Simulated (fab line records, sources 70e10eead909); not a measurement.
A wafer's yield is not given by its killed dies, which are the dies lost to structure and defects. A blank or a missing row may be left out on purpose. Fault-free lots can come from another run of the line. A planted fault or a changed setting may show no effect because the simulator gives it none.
Matching of chambers ; flow nand harc ; 4 sister chambers for NHARC_A_M1_ETCH_28 on rie diel-12
The step etches the open film in CF4/N2, target depth 30 nm, time 72.99 s. 4 wafers are shown with their chamber, then 7 later ones without.

## WAFERS WITH THEIR CHAMBER
wafer;chamber;drypump motor current A (A)
L960.5;0;6.7
L962.5;1;5.1
L970.1;2;5.8
L970.3;3;5.3

## WAFERS WHOSE CHAMBER IS MISSING
wafer;drypump motor current A (A)
L970.5;5.3
L980.2;5.1
L980.3;5.8
L980.5;5.1
L979.3;5.9
L979.4;5.3
L979.5;5.8

## WHICH CHAMBER EACH ONE RAN IN
wafer;from the rows above;in truth
L970.5;3;3
L980.2;1;1
L980.3;2;2
L980.5;1;1
L979.3;2;2
L979.4;3;3
L979.5;2;2
Correct placement for 7 of the 7. Can't be placed from these rows: 0. Wrongly placed: 0.
How it was worked out, from the rows above alone: a wafer's distance from a chamber is the root of the sum, over the readings, of the square of ((its reading less the chamber's mean) divided by the reading's scatter). If the next closest chamber is less than 2 further off than the closest, the wafer can't be placed; otherwise it belongs to the closest. For every chamber, the mean is computed from those of its wafers that are shown. The scatter: with one shown wafer a chamber, the root of the mean of the squares of how far each hidden wafer lies from its nearest shown one.
